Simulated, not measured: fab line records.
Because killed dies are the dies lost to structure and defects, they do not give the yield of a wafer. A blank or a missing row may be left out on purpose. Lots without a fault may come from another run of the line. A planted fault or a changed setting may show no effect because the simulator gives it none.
fab line records	flow nand-harc
record: lots: 24	wafers: 72	last-day: 24
route steps=1159 shown A_SGD_CUT@765 A_SLIT@791 A_CONTACT@863
lots that met no fault: taken from a fault-free run of the same line
start-h: hours from the record's opening day to when the first of the lot's shown wafers began	wait-h: time in hours since the lot's previous step	" unchanged from the row above	L1.1+2: a row that stands for several wafers	- no value, or no start was given	* or withheld: withheld	< > ~ a bound
route shown NAME@n: NAME is a module with steps in the file, n the number in the route of the first one	usual: mean and standard deviation over wafers with no fault	same: alike in all rows	chamber/n: place in a boat	sites: per-site readings	_std_site: the standard deviation of these	_edge_site: the outer-site mean with the inner-site mean subtracted	radius-mm: how far each site lies from the wafer's centre	mask NAME#n: copy n	behind: the last tool/chamber to shape the wafer	hold: cause of the lot's hold/its duration in hours/its outcome	device: the transistor (n, p or np) that didn't switch	end of line: tests of these same wafers at the route's end	step lacking rows: just its recipe	killed: not the wafer's yield, but the dies lost to structure and defects at the first sort	map: per-die view of a wafer (x killed, . not killed, _ where there is no die)
set.NAME: the setting as run; set.NAME@STEP: as run at that earlier step	model.NAME: the simulator's own value behind a step, which no gauge read
the route's steps for a sample of lots (tables are steps, rows are wafers)
services: the hour from which a tool's chamber was out of use, counted from the record's first day as start-h (under 0 if before that day), plus the number of hours and why
== steps ==
step: NHARC_A_SGD_CUT_ETCH_16
recipe: target-depth-a: 3105	time-s: 155.2	c4f8-flow-sccm: withheld	o2-flow-sccm: 8	ar-flow-sccm: withheld	rf-w: 600	bias-w: 800	chemistry: C4F8/O2/Ar
usual: oes-product-au: 0.969/0.014	rf-vpp-V: 724/4.9
lot.wafer	tool	chamber	start-h	wait-h	oes-product-au	rf-hours-counter-h	rf-vpp-V
L074.1	rie-diel-11	1	-	-	0.964	12	722
L074.5	"	2	"	"	0.948	-	718
L074.6	"	3	"	"	0.963	-	722
L075.1	rie-diel-06	3	-	-	0.962	3	729
L075.4	"	0	"	"	0.976	4	727
L075.2	"	1	"	"	0.952	3	731
L076.4	rie-diel-06	0	-	-	0.979	5	726
L076.3	"	1	"	"	0.982	5	730
L076.5	"	0	"	"	0.989	-	726
L077.4	rie-diel-09	3	-	-	0.993	6	718
L077.3	"	0	"	"	0.975	6	724
L077.2	"	1	"	"	0.981	5	732
L079.1	rie-diel-09	3	-	-	0.988	6	719
L079.4	"	0	"	"	0.972	6	724
L079.5	"	1	"	"	0.971	-	729
L078.2	rie-diel-09	0	-	-	0.929	7	726
L078.4	"	1	"	"	0.957	7	730
L078.5	"	3	"	"	0.945	-	719
L080.3	rie-diel-06	2	-	-	0.985	5	722
L080.6	"	2	"	"	0.994	-	723
L080.5	"	1	"	"	0.966	-	731
L081.4	rie-diel-09	3	-	-	0.987	9	718
L081.3	"	0	"	"	0.951	9	726
L081.6	"	1	"	"	0.974	-	731
L082.3	rie-diel-09	1	-	-	0.981	9	731
L082.2	"	3	"	"	0.979	10	718
L082.6	"	2	"	"	0.971	-	715
L083.1	rie-diel-06	3	-	-	0.984	8	730
L083.2	"	0	"	"	0.982	8	726
L083.5	"	1	"	"	0.971	-	730
L086.2	rie-diel-06	2	-	-	0.969	8	722
L086.4	"	3	"	"	0.981	9	729
L086.3	"	0	"	"	0.991	9	727
L084.2	rie-diel-09	2	-	-	0.962	12	717
L084.1	"	3	"	"	0.974	12	718
L084.5	"	2	"	"	0.953	-	716
L087.1	rie-diel-06	2	-	-	0.987	9	721
L087.3	"	0	"	"	0.977	9	727
L087.2	"	1	"	"	0.962	10	730
L085.3	rie-diel-06	2	-	-	0.982	9	722
L085.1	"	3	"	"	0.979	10	729
L085.4	"	0	"	"	0.976	10	726
L092.2	rie-diel-06	1	-	-	0.973	11	730
L092.4	"	3	"	"	0.958	11	728
L092.5	"	0	"	"	0.974	-	727
L088.2	rie-diel-11	2	-	-	0.966	2	719
L088.3	"	0	"	"	0.982	4	719
L088.6	"	3	"	"	0.986	-	720
L090.2	rie-diel-09	0	-	-	0.959	14	726
L090.3	"	2	"	"	0.976	13	717
L090.6	"	0	"	"	0.969	-	724
L089.2	rie-diel-06	3	-	-	0.966	11	728
L089.4	"	0	"	"	0.974	11	728
L089.5	"	3	"	"	0.968	-	727
L091.3	rie-diel-11	0	-	-	0.964	4	717
L091.4	"	2	"	"	0.972	3	718
L091.6	"	0	"	"	0.970	-	718
L093.3	rie-diel-11	1	-	-	0.976	5	724
L093.2	"	3	"	"	0.973	5	722
L093.5	"	2	"	"	0.978	-	718
L094.1	rie-diel-06	2	-	-	0.951	1	722
L094.6	"	3	"	"	0.947	-	729
L094.4	"	1	"	"	0.958	-	731
L095.1	rie-diel-06	1	-	-	0.935	1	730
L095.4	"	0	"	"	0.997	1	726
L095.6	"	2	"	"	0.928	-	721
L096.1	rie-diel-06	2	-	-	0.973	2	721
L096.4	"	1	"	"	0.977	2	730
L096.6	"	3	"	"	0.953	-	727
L097.4	rie-diel-11	1	-	-	0.987	9	722
L097.1	"	3	"	"	0.970	8	722
L097.6	"	1	"	"	0.982	-	723
step: NHARC_A_SLIT_OVL_MEAS_10
usual: overlay-x-nm: 0.0/0.8	overlay-y-nm: -0.1/0.9
lot.wafer	tool	chamber	start-h	wait-h	overlay-x-nm	overlay-y-nm
L074.1	overlay-02	-	315.76	-	-1.5	0.4
L074.5	"	-	"	"	-1.7	-0.3
L074.6	"	-	"	"	-1.0	-0.4
L075.1	overlay-01	-	316.12	-	0.2	1.3
L075.2	"	-	"	"	0.2	2.0
L075.4	"	-	"	"	0.2	0.7
L077.2	overlay-02	-	335.01	-	-0.1	-1.8
L077.3	"	-	"	"	-0.8	-1.8
L077.4	"	-	"	"	-0.1	-1.8
L076.3	overlay-01	-	335.05	-	-0.8	-0.3
L076.4	"	-	"	"	0.0	0.2
L076.5	"	-	"	"	-0.2	0.2
L079.1	overlay-02	-	335.22	-	-0.5	0.4
L079.4	"	-	"	"	-0.7	0.0
L079.5	"	-	"	"	-1.0	0.4
L080.3	overlay-01	-	348.84	-	0.5	-0.5
L080.5	"	-	"	"	0.3	-0.6
L080.6	"	-	"	"	0.5	0.0
L078.2	overlay-01	-	351.67	-	0.7	1.2
L078.4	"	-	"	"	0.9	0.8
L078.5	"	-	"	"	1.2	0.9
L081.3	overlay-01	-	362.03	-	-1.5	0.5
L081.4	"	-	"	"	-1.8	0.8
L081.6	"	-	"	"	-1.9	0.5
L082.2	overlay-01	-	378.56	-	0.7	-0.3
L082.3	"	-	"	"	-0.1	-0.2
L082.6	"	-	"	"	0.4	-0.5
L083.1	overlay-01	-	378.74	-	-1.4	0.0
L083.2	"	-	"	"	-1.0	0.1
L083.5	"	-	"	"	-1.5	0.5
L086.2	overlay-01	-	390.50	-	0.5	-0.9
L086.3	"	-	"	"	1.1	-0.5
L086.4	"	-	"	"	0.9	-1.2
L087.1	overlay-01	-	401.89	-	0.1	-0.2
L087.2	"	-	"	"	0.4	0.0
L087.3	"	-	"	"	0.3	0.0
L084.1	overlay-02	-	402.28	-	-0.2	-0.3
L084.2	"	-	"	"	-0.3	-0.6
L084.5	"	-	"	"	0.0	0.0
L085.1	overlay-02	-	402.85	-	-0.1	-0.4
L085.3	"	-	"	"	0.4	0.3
L085.4	"	-	"	"	-0.1	0.3
L088.2	overlay-02	-	418.83	-	0.3	-1.6
L088.3	"	-	"	"	0.5	-1.1
L088.6	"	-	"	"	0.6	-0.6
L092.2	overlay-02	-	419.51	-	-0.2	-1.3
L092.4	"	-	"	"	-0.4	-1.2
L092.5	"	-	"	"	-0.4	-1.2
L089.2	overlay-01	-	420.57	-	1.2	1.1
L089.4	"	-	"	"	0.6	0.6
L089.5	"	-	"	"	0.5	1.2
L090.2	overlay-01	-	420.79	-	0.2	0.7
L090.3	"	-	"	"	1.0	0.5
L090.6	"	-	"	"	0.9	0.7
L091.3	overlay-02	-	421.51	-	-0.6	-0.1
L091.4	"	-	"	"	-0.9	0.2
L091.6	"	-	"	"	-0.4	-0.1
L093.2	overlay-01	-	427.01	-	0.0	0.2
L093.3	"	-	"	"	0.0	0.2
L093.5	"	-	"	"	0.2	0.2
L094.1	overlay-02	-	443.43	-	0.5	1.6
L094.4	"	-	"	"	0.8	1.0
L094.6	"	-	"	"	0.1	1.4
L095.1	overlay-02	-	444.03	-	-0.9	-1.0
L095.4	"	-	"	"	-0.5	-1.4
L095.6	"	-	"	"	-1.2	-1.5
L096.1	overlay-02	-	454.49	-	0.7	-1.9
L096.4	"	-	"	"	0.8	-1.4
L096.6	"	-	"	"	0.8	-1.6
L097.1	overlay-02	-	455.06	-	-0.4	0.6
L097.4	"	-	"	"	-0.3	0.3
L097.6	"	-	"	"	-0.4	1.0
step: NHARC_A_SLIT_ETCH_26
recipe: bias-v: 400	source-w: 2000	pressure-mtorr: 25	time-s: 90	ar-flow-sccm: 375	c4f8-flow-sccm: 41.7	o2-flow-sccm: 83.3	target-depth-a: 4000	chemistry: C4F8/O2/Ar
usual: drypump-motor-current-A: 5.89/0.23	showerhead-plenum-p-Torr: 3.63/0.06	throttle-valve-pct: 27.619/0.0079
lot.wafer	tool	chamber	start-h	wait-h	drypump-motor-current-A	rf-hours-counter-h	showerhead-plenum-p-Torr	throttle-valve-pct
L074.1	har-etch-02	0	324.97	1.0	5.80	169	3.58	27.624
L074.6	"	1	"	"	6.22	-	3.66	27.635
L074.5	"	0	"	"	5.81	-	3.58	27.610
L075.2	har-etch-02	1	326.63	1.3	6.25	171	3.66	27.631
L075.1	"	0	"	"	5.81	171	3.58	27.619
L075.4	"	0	"	"	5.80	-	3.58	27.622
L077.2	har-etch-02	1	339.30	1.0	6.23	178	3.66	27.621
L077.3	"	0	"	"	5.80	-	3.58	27.610
L077.4	"	1	"	"	6.25	-	3.66	27.626
L076.3	har-etch-01	1	339.97	0.8	5.70	-	3.74	27.616
L076.4	"	0	"	"	5.74	-	3.62	27.622
L076.5	"	1	"	"	5.70	-	3.74	27.605
L079.1	har-etch-02	1	340.98	1.3	6.27	179	3.66	27.622
L079.4	"	0	"	"	5.80	-	3.58	27.616
L079.5	"	1	"	"	6.26	-	3.66	27.618
L080.3	har-etch-01	1	351.29	0.6	5.70	-	3.74	27.616
L080.6	"	0	"	"	5.73	-	3.62	27.621
L080.5	"	1	"	"	5.69	-	3.74	27.620
L078.2	har-etch-02	0	357.98	1.2	5.80	185	3.57	27.625
L078.4	"	1	"	"	6.18	-	3.66	27.615
L078.5	"	0	"	"	5.80	-	3.57	27.626
L081.4	har-etch-01	1	364.41	0.8	5.70	-	3.74	27.641
L081.3	"	0	"	"	5.73	-	3.62	27.608
L081.6	"	0	"	"	5.71	-	3.62	27.622
L082.2	har-etch-02	1	381.09	1.0	6.24	194	3.65	27.615
L082.3	"	0	"	"	5.79	-	3.57	27.614
L082.6	"	0	"	"	5.80	-	3.57	27.609
L083.1	har-etch-01	0	381.10	1.2	5.72	29	3.62	27.625
L083.2	"	1	"	"	5.70	29	3.73	27.620
L083.5	"	1	"	"	5.68	-	3.73	27.622
L086.2	har-etch-01	1	392.84	1.2	5.70	35	3.73	27.619
L086.4	"	1	"	"	5.68	-	3.73	27.620
L086.3	"	0	"	"	5.74	-	3.61	27.619
L087.1	har-etch-02	0	404.24	1.2	5.81	207	3.56	27.625
L087.2	"	1	"	"	6.23	207	3.64	27.636
L087.3	"	0	"	"	5.80	-	3.56	27.622
L084.1	har-etch-01	1	405.26	1.3	5.68	40	3.73	27.604
L084.2	"	0	"	"	5.72	40	3.61	27.629
L084.5	"	0	"	"	5.71	-	3.61	27.628
L085.1	har-etch-02	0	405.96	1.0	5.80	209	3.56	27.620
L085.4	"	1	"	"	6.21	-	3.64	27.623
L085.3	"	0	"	"	5.80	-	3.56	27.617
L088.2	har-etch-01	1	421.22	1.3	5.72	46	3.72	27.611
L088.3	"	1	"	"	5.69	-	3.73	27.620
L088.6	"	0	"	"	5.68	-	3.61	27.618
L092.2	har-etch-02	0	421.90	1.0	5.81	214	3.56	27.614
L092.4	"	1	"	"	6.27	-	3.64	27.624
L092.5	"	0	"	"	5.81	-	3.56	27.630
L089.2	har-etch-01	0	422.94	1.3	5.75	47	3.61	27.604
L089.4	"	0	"	"	5.73	-	3.61	27.629
L089.5	"	0	"	"	5.74	-	3.61	27.628
L090.2	har-etch-02	1	423.58	1.3	6.24	215	3.64	27.616
L090.3	"	1	"	"	6.21	-	3.64	27.616
L090.6	"	0	"	"	5.79	-	3.56	27.619
L091.4	har-etch-01	1	424.68	0.8	5.68	-	3.72	27.626
L091.3	"	0	"	"	5.71	-	3.61	27.604
L091.6	"	0	"	"	5.74	-	3.61	27.614
L093.2	har-etch-02	1	429.39	1.0	6.19	217	3.64	27.623
L093.3	"	1	"	"	6.19	-	3.64	27.621
L093.5	"	1	"	"	6.24	-	3.64	27.628
L094.1	har-etch-01	1	449.03	1.2	5.71	62	3.72	27.616
L094.4	"	0	"	"	5.73	-	3.60	27.622
L094.6	"	0	"	"	5.71	-	3.60	27.600
L095.1	har-etch-02	1	449.24	1.0	6.23	230	3.63	27.620
L095.4	"	1	"	"	6.20	-	3.63	27.614
L095.6	"	1	"	"	6.22	-	3.63	27.638
L096.1	har-etch-02	0	456.83	1.2	5.81	232	3.55	27.621
L096.4	"	0	"	"	5.80	-	3.55	27.618
L096.6	"	0	"	"	5.79	-	3.55	27.620
L097.1	har-etch-02	0	458.52	1.2	5.79	233	3.55	27.615
L097.4	"	0	"	"	5.79	-	3.55	27.626
L097.6	"	1	"	"	6.25	-	3.63	27.622
step: NHARC_A_SLIT_STRIP_18
recipe: o2-flow-sccm: 500	ar-flow-sccm: 0	bias-w: 0	chemistry: O2
usual: drypump-motor-current-A: 5.8/0.55	oes-product-au: 1.002/0.0081	rf-vpp-V: 57.8/0.88	showerhead-plenum-p-Torr: 3.51/0.14	throttle-valve-pct: 17.036/0.0094
lot.wafer	tool	chamber	start-h	wait-h	drypump-motor-current-A	oes-product-au	rf-hours-counter-h	rf-vpp-V	showerhead-plenum-p-Torr	throttle-valve-pct
L074.1	rie-diel-13	2	-	-	5.9	1.004	3	57.9	3.31	17.036
L074.5	"	2	"	"	5.9	1.001	-	58.7	3.31	17.038
L074.6	"	1	"	"	6.0	1.016	-	58.4	3.57	17.029
L075.1	rie-diel-13	1	-	-	6.0	1.005	3	59.2	3.57	17.029
L075.2	"	2	"	"	5.9	1.009	4	56.3	3.31	17.027
L075.4	"	3	"	"	5.0	1.011	-	57.2	3.43	17.056
L077.2	rie-diel-04	3	-	-	6.0	1.006	4	57.1	3.54	17.009
L077.4	"	0	"	"	5.9	1.007	3	57.7	3.51	17.037
L077.3	"	1	"	"	5.4	1.006	4	57.9	3.58	17.017
L076.3	rie-diel-12	0	-	-	5.7	0.992	7	57.5	3.38	17.044
L076.5	"	2	"	"	6.7	0.990	-	58.1	3.69	17.058
L076.4	"	3	"	"	6.1	1.001	-	57.4	3.76	17.031
L079.1	rie-diel-13	0	-	-	6.7	1.009	3	57.3	3.32	17.030
L079.4	"	3	"	"	5.0	1.013	5	57.9	3.43	17.041
L079.5	"	0	"	"	6.7	1.003	-	56.8	3.32	17.031
L080.3	rie-diel-12	2	-	-	6.6	0.998	8	59.0	3.69	17.036
L080.5	"	3	"	"	6.1	1.004	-	57.5	3.76	17.028
L080.6	"	2	"	"	6.6	0.989	-	57.5	3.69	17.036
L078.4	rie-diel-04	1	-	-	5.4	1.000	5	56.9	3.58	17.038
L078.2	"	2	"	"	4.8	0.999	6	56.3	3.43	17.038
L078.5	"	1	"	"	5.3	1.002	-	58.3	3.58	17.030
L081.4	rie-diel-04	1	-	-	5.4	0.993	5	57.8	3.58	17.035
L081.3	"	2	"	"	4.8	0.995	6	58.4	3.43	17.039
L081.6	"	2	"	"	4.8	0.996	-	57.5	3.43	17.031
L082.2	rie-diel-13	1	-	-	6.0	1.013	8	58.0	3.57	17.048
L082.3	"	3	"	"	5.1	1.017	7	57.7	3.43	17.017
L082.6	"	1	"	"	6.0	1.010	-	58.0	3.57	17.025
L083.2	rie-diel-04	1	-	-	5.4	1.006	7	58.6	3.58	17.037
L083.1	"	3	"	"	6.0	0.996	8	57.9	3.53	17.029
L083.5	"	0	"	"	5.8	0.999	-	59.2	3.51	17.059
L086.3	rie-diel-12	1	-	-	5.8	0.998	0	55.8	3.30	17.018
L086.2	"	2	"	"	6.6	1.020	0	59.4	3.69	17.028
L086.4	"	2	"	"	6.6	1.002	-	58.2	3.69	17.039
L087.2	rie-diel-12	1	-	-	5.8	1.004	1	58.0	3.30	17.055
L087.1	"	3	"	"	6.1	1.002	1	58.9	3.76	17.036
L087.3	"	0	"	"	5.6	1.002	0	57.8	3.38	17.025
L084.2	rie-diel-04	0	-	-	5.8	0.988	7	57.7	3.51	17.037
L084.1	"	2	"	"	4.8	1.001	8	57.5	3.42	17.034
L084.5	"	1	"	"	5.4	0.989	-	58.7	3.58	17.051
L085.3	rie-diel-12	2	-	-	6.7	0.996	1	58.1	3.69	17.035
L085.1	"	3	"	"	6.2	1.000	1	58.5	3.76	17.039
L085.4	"	1	"	"	5.8	0.990	1	58.0	3.30	17.038
L088.3	rie-diel-13	1	-	-	6.0	1.013	12	60.8	3.56	17.041
L088.2	"	2	"	"	5.9	0.998	12	58.8	3.31	17.032
L088.6	"	1	"	"	6.0	1.005	-	58.9	3.56	17.043
L092.4	rie-diel-12	1	-	-	5.8	1.013	2	57.0	3.30	17.045
L092.2	"	3	"	"	6.1	1.001	2	58.0	3.76	17.024
L092.5	"	0	"	"	5.6	1.002	-	58.2	3.38	17.038
L089.4	rie-diel-04	1	-	-	5.4	1.000	10	58.5	3.58	17.028
L089.2	"	2	"	"	4.8	1.004	10	58.4	3.42	17.047
L089.5	"	0	"	"	5.8	1.002	-	56.5	3.51	17.037
L090.3	rie-diel-13	0	-	-	6.7	1.007	10	55.5	3.32	17.035
L090.2	"	2	"	"	6.0	1.005	12	57.5	3.31	17.046
L090.6	"	0	"	"	6.7	1.011	-	57.9	3.32	17.022
L091.3	rie-diel-04	0	-	-	5.8	0.996	9	57.6	3.51	17.034
L091.4	"	2	"	"	4.8	0.985	10	57.6	3.42	17.027
L091.6	"	0	"	"	5.8	0.996	-	59.0	3.51	17.044
L093.3	rie-diel-04	1	-	-	5.4	0.999	10	58.2	3.58	17.041
L093.2	"	2	"	"	4.8	1.017	10	57.7	3.42	17.031
L093.5	"	2	"	"	4.8	1.008	-	56.2	3.42	17.030
L094.4	rie-diel-12	3	-	-	6.1	1.014	4	58.0	3.76	17.026
L094.1	"	0	"	"	5.7	1.002	4	57.2	3.38	17.024
L094.6	"	2	"	"	6.6	1.015	-	59.5	3.68	17.038
L095.1	rie-diel-04	0	-	-	5.8	0.996	10	58.8	3.51	17.032
L095.4	"	1	"	"	5.4	1.004	11	57.9	3.57	17.034
L095.6	"	3	"	"	6.0	0.992	-	57.3	3.53	17.034
L096.4	rie-diel-04	2	-	-	4.8	0.998	12	56.4	3.42	17.030
L096.1	"	3	"	"	6.0	1.004	13	58.3	3.53	17.040
L096.6	"	2	"	"	4.8	1.002	-	56.2	3.42	17.033
L097.4	rie-diel-12	0	-	-	5.6	1.005	4	56.4	3.38	17.041
L097.1	"	1	"	"	5.8	0.998	5	56.6	3.30	17.027
L097.6	"	3	"	"	6.2	1.005	-	58.0	3.76	17.028
step: NHARC_A_CONTACT_ETCH_112
recipe: source-w: withheld	pressure-mtorr: 20	bias-v: 3000	time-s: 94	target-depth-a: 9220	ar-flow-sccm: withheld	c4f8-flow-sccm: withheld	o2-flow-sccm: withheld	chemistry: C4F8/O2/Ar
lot.wafer	tool	chamber	start-h	wait-h	rf-hours-counter-h
L075.2	har-cap-etch-02	0	370.85	0.2	7
L075.1	"	1	"	"	7
L075.4	"	0	"	"	-
L074.1	har-cap-etch-03	0	371.21	0.1	80
L074.5	"	1	"	"	-
L074.6	"	0	"	"	-
L079.1	har-cap-etch-02	1	381.76	0.1	10
L079.4	"	1	"	"	-
L079.5	"	1	"	"	-
L076.3	har-cap-etch-03	1	382.13	0.1	-
L076.4	"	0	"	"	-
L076.5	"	1	"	"	-
L077.2	har-cap-etch-01	0	388.09	0.2	59
L077.4	"	0	"	"	-
L077.3	"	1	"	"	-
L080.3	har-cap-etch-02	1	398.06	0.1	-
L080.5	"	0	"	"	-
L080.6	"	1	"	"	-
L081.3	har-cap-etch-02	1	410.34	0.1	-
L081.4	"	0	"	"	-
L081.6	"	1	"	"	-
L078.2	har-cap-etch-01	1	411.66	0.1	63
L078.4	"	0	"	"	-
L078.5	"	1	"	"	-
L082.2	har-cap-etch-02	0	424.98	0.2	18
L082.3	"	1	"	"	-
L082.6	"	0	"	"	-
L083.2	har-cap-etch-03	0	425.35	0.2	90
L083.1	"	1	"	"	90
L083.5	"	1	"	"	-
L086.2	har-cap-etch-01	1	439.06	0.2	67
L086.4	"	1	"	"	-
L086.3	"	0	"	"	-
L085.1	har-cap-etch-02	1	449.59	0.1	21
L085.3	"	0	"	"	-
L085.4	"	1	"	"	-
L084.1	har-cap-etch-01	0	451.91	0.2	68
L084.2	"	1	"	"	68
L084.5	"	0	"	"	-
L087.2	har-cap-etch-03	0	453.67	0.2	93
L087.1	"	1	"	"	93
L087.3	"	0	"	"	-
L088.2	har-cap-etch-01	0	463.15	0.2	71
L088.3	"	0	"	"	-
L088.6	"	1	"	"	-
L092.2	har-cap-etch-03	0	463.42	0.2	96
L092.4	"	1	"	"	-
L092.5	"	1	"	"	-
L089.2	har-cap-etch-02	0	468.60	0.2	25
L089.4	"	0	"	"	-
L089.5	"	1	"	"	-
L090.2	har-cap-etch-03	1	469.30	0.1	97
L090.3	"	0	"	"	-
L090.6	"	0	"	"	-
L091.4	har-cap-etch-01	0	474.86	0.1	-
L091.3	"	1	"	"	-
L091.6	"	1	"	"	-
L093.2	har-cap-etch-01	1	484.78	0.2	75
L093.3	"	1	"	"	-
L093.5	"	0	"	"	-
L094.1	har-cap-etch-02	1	500.87	0.2	31
L094.4	"	0	"	"	-
L094.6	"	1	"	"	-
L096.1	har-cap-etch-01	1	505.66	0.2	78
L096.4	"	1	"	"	-
L096.6	"	1	"	"	-
L095.1	har-cap-etch-03	1	506.88	0.2	104
L095.4	"	1	"	"	-
L095.6	"	1	"	"	-
L097.1	har-cap-etch-01	0	512.07	0.1	79
L097.4	"	0	"	"	-
L097.6	"	0	"	"	-
step: NHARC_A_CONTACT_ETCH_121
recipe: source-w: withheld	pressure-mtorr: 20	bias-v: 3000	time-s: 94	target-depth-a: 9220	ar-flow-sccm: withheld	c4f8-flow-sccm: withheld	o2-flow-sccm: withheld	chemistry: C4F8/O2/Ar
lot.wafer	tool	chamber	start-h	wait-h	rf-hours-counter-h
L075.2	har-cap-etch-02	0	371.66	0.1	8
L075.1	"	1	"	"	8
L075.4	"	0	"	"	-
L074.1	har-cap-etch-03	0	372.03	0.1	81
L074.5	"	1	"	"	-
L074.6	"	0	"	"	-
L079.1	har-cap-etch-02	1	382.57	0.1	11
L079.4	"	1	"	"	-
L079.5	"	1	"	"	-
L076.3	har-cap-etch-03	1	382.94	0.1	-
L076.4	"	0	"	"	-
L076.5	"	1	"	"	-
L077.2	har-cap-etch-01	0	388.91	0.1	60
L077.4	"	0	"	"	-
L077.3	"	1	"	"	-
L080.3	har-cap-etch-02	1	398.88	0.1	-
L080.5	"	0	"	"	-
L080.6	"	1	"	"	-
L081.3	har-cap-etch-02	1	411.15	0.1	-
L081.4	"	0	"	"	-
L081.6	"	1	"	"	-
L078.2	har-cap-etch-01	1	412.48	0.1	63
L078.4	"	0	"	"	-
L078.5	"	1	"	"	-
L082.2	har-cap-etch-02	0	425.80	0.1	19
L082.3	"	1	"	"	-
L082.6	"	0	"	"	-
L083.2	har-cap-etch-03	0	426.16	0.1	91
L083.1	"	1	"	"	91
L083.5	"	1	"	"	-
L086.2	har-cap-etch-01	1	439.88	0.1	68
L086.4	"	1	"	"	-
L086.3	"	0	"	"	-
L085.1	har-cap-etch-02	1	450.41	0.1	22
L085.3	"	0	"	"	-
L085.4	"	1	"	"	-
L084.1	har-cap-etch-01	0	452.72	0.1	69
L084.2	"	1	"	"	69
L084.5	"	0	"	"	-
L087.2	har-cap-etch-03	0	454.49	0.1	94
L087.1	"	1	"	"	94
L087.3	"	0	"	"	-
L088.2	har-cap-etch-01	0	463.97	0.1	72
L088.3	"	0	"	"	-
L088.6	"	1	"	"	-
L092.2	har-cap-etch-03	0	464.52	0.1	96
L092.4	"	1	"	"	-
L092.5	"	1	"	"	-
L089.2	har-cap-etch-02	0	469.42	0.1	26
L089.4	"	0	"	"	-
L089.5	"	1	"	"	-
L090.2	har-cap-etch-03	1	470.12	0.1	98
L090.3	"	0	"	"	-
L090.6	"	0	"	"	-
L091.4	har-cap-etch-01	0	475.68	0.1	-
L091.3	"	1	"	"	-
L091.6	"	1	"	"	-
L093.2	har-cap-etch-01	1	485.60	0.1	76
L093.3	"	1	"	"	-
L093.5	"	0	"	"	-
L094.1	har-cap-etch-02	1	501.69	0.1	32
L094.4	"	0	"	"	-
L094.6	"	1	"	"	-
L096.1	har-cap-etch-01	1	506.48	0.1	79
L096.4	"	1	"	"	-
L096.6	"	1	"	"	-
L095.1	har-cap-etch-03	1	507.70	0.1	104
L095.4	"	1	"	"	-
L095.6	"	1	"	"	-
L097.1	har-cap-etch-01	0	512.89	0.1	80
L097.4	"	0	"	"	-
L097.6	"	0	"	"	-
== services ==
tool	chamber	start-h	hours	kind
rie-diel-04	-	288.90	9.0	pm
har-etch-02	-	303.85	1.7	repair
har-cap-etch-02	-	305.00	17.0	pm
har-etch-01	-	305.00	17.0	pm
rie-diel-04	0	309.33	5.9	repair
har-cap-etch-03	-	313.65	4.3	repair
rie-diel-12	2	313.77	2.6	repair
rie-diel-04	0	317.97	5.6	repair
har-etch-02	-	330.15	1.8	repair
rie-diel-04	0	332.54	3.7	repair
rie-diel-12	1	334.53	19.0	repair
rie-diel-06	0	338.80	14.1	repair
rie-diel-09	0	344.56	1.3	repair
rie-diel-12	0	372.53	5.7	repair
rie-diel-04	2	378.15	10.6	repair
rie-diel-12	-	379.40	9.0	pm
rie-diel-12	0	389.24	11.2	repair
rie-diel-12	2	413.79	5.4	repair
rie-diel-06	-	418.20	9.0	pm
rie-diel-09	2	425.96	4.0	repair
rie-diel-06	0	432.96	1.4	repair
rie-diel-06	1	448.11	5.5	repair
rie-diel-04	-	465.90	9.0	pm
rie-diel-04	1	494.68	1.3	repair
== key ==
fault none
